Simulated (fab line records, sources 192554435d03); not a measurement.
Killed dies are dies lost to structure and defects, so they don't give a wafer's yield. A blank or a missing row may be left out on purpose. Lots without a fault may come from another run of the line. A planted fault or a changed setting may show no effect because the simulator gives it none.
fab line records | flow n5_finfet | part 2 of 2: steps 25 to 34 of 34
record lots=5 wafers=15 last_day=18
route steps=1938 shown BEOL_M6@1242 BEOL_M7@1263
lots that met no fault: from a run of the same line without faults
start_h: hours from the record's first day to the start of the lot's first wafer shown | wait_h: hours since the lot's step before | " the same as in the row above | L1.1+2: a row that stands for several wafers | - no value, or no start given | * or withheld: withheld | < > ~ a bound
route shown NAME@n: a module of which the file shows steps, and the number in the route of the first | usual: mean/standard deviation of fault-free wafers | same: alike in all rows | chamber/n: place in a boat | sites: the reading at each site | _std_site: their standard deviation | _edge_site: outer sites' mean less inner sites' | radius_mm: how far each site lies from the wafer's centre | mask NAME#n: copy n | behind: the tool/chamber that last shaped the wafer | hold: why the lot was held/for how many hours/how that ended | device: the transistor (n, p or np) that didn't switch | end of line: the same wafers' tests at the end of the route | a step without rows: its recipe alone | killed: dies lost to structure and defects at the first sort, not the wafer's yield | map: a wafer's dies, x killed, . not, _ none there
set.NAME: the setting as run; set.NAME@STEP: as run at that earlier step | model.NAME: the simulator's own value behind a step, which no gauge read
lots at some steps of the route; a table a step, a row a wafer
services: from which hour (start_h, from the record's first day; less than 0 if before it) a tool's chamber was out of use, for how many hours, and why
## steps
# step N5_BEOL_M7_PECVD_70
# recipe material=SiO2 target_thk_a=200 temp_c=400 precursor=TEOS/O2 pressure_torr=5.5 rf_w=450 teos_flow_sccm=53.8 gas=O2 flow_sccm=3000 time_s=22.7
# usual heater_power_w=713/100 showerhead_plenum_p_Torr=8.78/0.052 susceptor_temp_C=400.01/0.21 throttle_valve_pct=22.4/1.1
# columns lot.wafer tool chamber start_h wait_h heater_power_w showerhead_plenum_p_Torr susceptor_temp_C throttle_valve_pct
L078.1 pecvd-02 2 222.66 0.0 655 8.76 399.93 20.8
L078.2 " 1 " " 807 8.73 399.85 23.5
L078.3 " 0 " " 825 8.76 400.10 22.6
L087.4 pecvd-02 2 281.19 0.1 602 8.78 399.98 21.1
L087.5 " 0 " " 797 8.77 400.15 22.7
L087.6 " 1 " " 811 8.75 400.13 23.4
L089.3 pecvd-02 2 297.23 0.0 593 8.80 399.77 21.1
L089.4 " 1 " " 812 8.75 400.03 23.4
L089.6 " 2 " " 580 8.77 399.84 21.1
L096.1 pecvd-02 1 338.91 0.0 729 8.73 399.72 23.4
L096.4 " 0 " " 683 8.78 399.94 22.7
L096.6 " 1 " " 729 8.73 400.14 23.6
L097.1 pecvd-04 1 339.99 0.0 743 8.71 399.66 20.3
L097.2 " 0 " " 621 8.83 399.82 23.0
L097.4 " 1 " " 761 8.73 399.87 20.0
# step N5_BEOL_M7_HM_DEP_02
# recipe material=TiN target_thk_a=200 temp_c=25 chamber_pressure_pa=0.49996
# usual susceptor_temp_C=24.99/0.13 throttle_valve_pct=29.4/1.2
# columns lot.wafer tool chamber start_h wait_h susceptor_temp_C throttle_valve_pct
L078.1 pvd_sputter-01 - 223.23 0.6 25.13 28.0
L078.2 " - " " 25.02 28.3
L078.3 " - " " 25.06 29.2
L087.4 pvd_sputter-01 - 282.57 1.4 24.84 28.4
L087.5 " - " " 24.70 29.1
L087.6 " - " " 25.17 30.8
L089.3 pvd_sputter-03 - 297.54 0.3 24.98 29.5
L089.4 " - " " 25.16 28.9
L089.6 " - " " 25.01 32.0
L096.1 pvd_sputter-01 - 340.22 1.3 25.07 28.4
L096.4 " - " " 24.94 30.7
L096.6 " - " " 25.08 31.0
L097.1 pvd_sputter-01 - 340.42 0.4 24.89 28.0
L097.2 " - " " 25.05 29.2
L097.4 " - " " 25.01 28.7
# step N5_BEOL_M7_COAT_59
# recipe resist=SOC temp_c=250 time_s=60 spin_rpm=1500 resist_thk_nm=100
# usual exhaust_pa=45.3/0.99
# columns lot.wafer tool chamber start_h wait_h exhaust_pa
L078.1 litho_track-04 0 223.36 0.1 44.7
L078.2 " 0 " " 45.8
L078.3 " 0 " " 44.0
L087.4 litho_track-04 0 282.70 0.1 45.0
L087.5 " 0 " " 44.3
L087.6 " 0 " " 43.5
L089.3 litho_track-03 0 297.67 0.1 47.5
L089.4 " 0 " " 44.7
L089.6 " 0 " " 46.4
L096.1 litho_track-01 0 340.35 0.1 45.8
L096.4 " 0 " " 44.9
L096.6 " 0 " " 44.9
L097.1 litho_track-03 0 340.55 0.1 46.8
L097.2 " 0 " " 46.3
L097.4 " 0 " " 45.9
# step N5_BEOL_M7_COAT_60
# recipe resist=SiARC temp_c=220 time_s=60 spin_rpm=1500 resist_thk_nm=35
# usual exhaust_pa=44.9/0.92
# columns lot.wafer tool chamber start_h wait_h exhaust_pa
L078.1 litho_track-04 0 - - 43.9
L078.2 " 0 " " 43.3
L078.3 " 0 " " 43.3
L087.4 litho_track-04 0 - - 44.3
L087.5 " 0 " " 44.2
L087.6 " 0 " " 44.7
L089.3 litho_track-03 0 - - 44.7
L089.4 " 0 " " 45.2
L089.6 " 0 " " 44.5
L096.1 litho_track-01 0 - - 46.2
L096.4 " 0 " " 45.2
L096.6 " 0 " " 46.1
L097.1 litho_track-03 0 - - 44.9
L097.2 " 0 " " 45.5
L097.4 " 0 " " 44.4
# step N5_BEOL_M7_COAT_05
# recipe resist=CAR-ArF spin_rpm=1500 resist_thk_nm=90
# usual exhaust_pa=45.0/0.93
# columns lot.wafer tool chamber start_h wait_h exhaust_pa
L078.1 litho_track-04 0 - - 44.0
L078.2 " 0 " " 45.3
L078.3 " 0 " " 44.5
L087.4 litho_track-04 0 - - 45.2
L087.5 " 0 " " 43.4
L087.6 " 0 " " 44.7
L089.3 litho_track-03 0 - - 44.2
L089.4 " 0 " " 45.2
L089.6 " 0 " " 45.2
L096.1 litho_track-01 0 - - 45.5
L096.4 " 0 " " 45.2
L096.6 " 0 " " 44.4
L097.1 litho_track-03 0 - - 45.3
L097.2 " 0 " " 46.1
L097.4 " 0 " " 46.3
# step N5_BEOL_M7_EBR_07
# recipe solvent=PGMEA ebr_width_mm=1.5
# usual exhaust_pa=44.9/0.94
# columns lot.wafer tool chamber start_h wait_h exhaust_pa
L078.1 litho_track-04 0 - - 45.2
L078.2 " 0 " " 45.1
L078.3 " 0 " " 44.2
L087.4 litho_track-04 0 - - 43.7
L087.5 " 0 " " 45.1
L087.6 " 0 " " 44.4
L089.3 litho_track-03 0 - - 44.4
L089.4 " 0 " " 44.8
L089.6 " 0 " " 44.7
L096.1 litho_track-01 0 - - 44.7
L096.4 " 0 " " 45.2
L096.6 " 0 " " 44.7
L097.1 litho_track-03 0 - - 45.9
L097.2 " 0 " " 44.1
L097.4 " 0 " " 44.6
# step N5_BEOL_M7_SOFTBAKE_06
# recipe temp_c=110 time_s=60 resist=CAR-ArF
# usual exhaust_pa=45.2/0.86
# columns lot.wafer tool chamber start_h wait_h exhaust_pa
L078.1 litho_track-04 0 - - 44.4
L078.2 " 0 " " 45.7
L078.3 " 0 " " 45.8
L087.4 litho_track-04 0 - - 45.2
L087.5 " 0 " " 45.7
L087.6 " 0 " " 46.0
L089.3 litho_track-03 0 - - 45.3
L089.4 " 0 " " 44.3
L089.6 " 0 " " 44.8
L096.1 litho_track-01 0 - - 44.9
L096.4 " 0 " " 45.1
L096.6 " 0 " " 44.6
L097.1 litho_track-03 0 - - 43.6
L097.2 " 0 " " 44.0
L097.4 " 0 " " 45.4
# step N5_BEOL_M7_EXPOSE_08
# recipe mask_id=M7 na=1.35 source_shape=dipole sigma_inner=0.817 sigma_outer=0.97 polarization=te dose_mj=68.25
# usual stage_vel_mm_s=500.01/0.24
# same sigma_outer=0.97
# columns lot.wafer tool chamber start_h wait_h mask stage_vel_mm_s
L078.1 arfi_scanner-01 0 223.48 - M7#0 500.37
L078.2 " 0 " " M7#0 499.85
L078.3 " 0 " " M7#0 500.21
L087.4 arfi_scanner-03 0 282.96 - M7#0 500.11
L087.5 " 0 " " M7#0 500.02
L087.6 " 0 " " M7#0 500.15
L089.3 arfi_scanner-02 0 297.93 - M7#0 500.21
L089.4 " 0 " " M7#0 500.05
L089.6 " 0 " " M7#0 499.85
L096.1 arfi_scanner-03 0 340.47 - M7#0 500.01
L096.4 " 0 " " M7#0 500.21
L096.6 " 0 " " M7#0 499.70
L097.1 arfi_scanner-01 0 340.79 - M7#0 499.59
L097.2 " 0 " " M7#0 500.15
L097.4 " 0 " " M7#0 500.15
# step N5_BEOL_M7_PEB_09
# recipe peb_temp_c=withheld peb_time_s=60 resist=CAR-ArF
# usual exhaust_pa=45.0/0.97
# columns lot.wafer tool chamber start_h wait_h exhaust_pa
L078.1 litho_track-03 0 223.54 0.1 44.8
L078.2 " 0 " " 45.9
L078.3 " 0 " " 44.7
L087.4 litho_track-03 0 283.01 0.0 45.0
L087.5 " 0 " " 44.2
L087.6 " 0 " " 46.3
L089.3 litho_track-03 0 297.98 0.0 45.7
L089.4 " 0 " " 45.6
L089.6 " 0 " " 46.6
L096.1 litho_track-04 0 340.53 0.1 44.7
L096.4 " 0 " " 44.0
L096.6 " 0 " " 44.9
L097.1 litho_track-03 0 340.85 0.1 44.9
L097.2 " 0 " " 45.6
L097.4 " 0 " " 44.6
# step N5_BEOL_M7_DEVELOP_10
# recipe develop_time_s=30 developer=TMAH resist=CAR-ArF rinse_liquid=diw dry=air_spin dev_temp_c=23
# usual exhaust_pa=45.0/0.95
# columns lot.wafer tool chamber start_h wait_h exhaust_pa
L078.1 litho_track-03 0 - - 46.1
L078.2 " 0 " " 46.5
L078.3 " 0 " " 46.6
L087.4 litho_track-03 0 - - 43.5
L087.5 " 0 " " 44.2
L087.6 " 0 " " 45.1
L089.3 litho_track-03 0 - - 44.2
L089.4 " 0 " " 44.6
L089.6 " 0 " " 44.8
L096.1 litho_track-04 0 - - 43.7
L096.4 " 0 " " 43.8
L096.6 " 0 " " 43.2
L097.1 litho_track-03 0 - - 44.6
L097.2 " 0 " " 44.6
L097.4 " 0 " " 43.6
## services
# columns tool chamber start_h hours kind
uv_cure-02 - 194.44 1.2 repair
pecvd-03 0 195.99 6.7 repair
pecvd-02 0 203.08 10.7 repair
pecvd-01 - 203.62 2.8 pm
wet_bench-05 - 206.97 1.9 pm
cmp-03 - 208.08 4.0 pm
cmp-03 - 212.40 3.8 repair
cmp-03 - 216.72 4.0 pm
uv_cure-03 - 218.38 2.8 pm
wet_bench-04 - 219.30 2.7 repair
pecvd-02 - 221.51 0.5 repair
uv_cure-01 - 232.18 6.0 pm
cmp-03 - 232.99 1.4 repair
pecvd-04 - 242.81 2.6 repair
pecvd-01 - 251.47 0.4 repair
pecvd-04 2 293.80 6.1 repair
wet_bench-04 - 302.40 0.8 repair
pvd_sputter-01 - 305.83 20.9 repair
pecvd-03 - 313.31 0.3 repair
pecvd-02 1 315.71 18.0 repair
wet_bench-05 - 315.91 4.8 repair
ecd_cu-02 - 318.79 1.5 repair
pecvd-02 - 325.85 2.8 pm
ecd_cu-02 - 332.94 0.3 repair
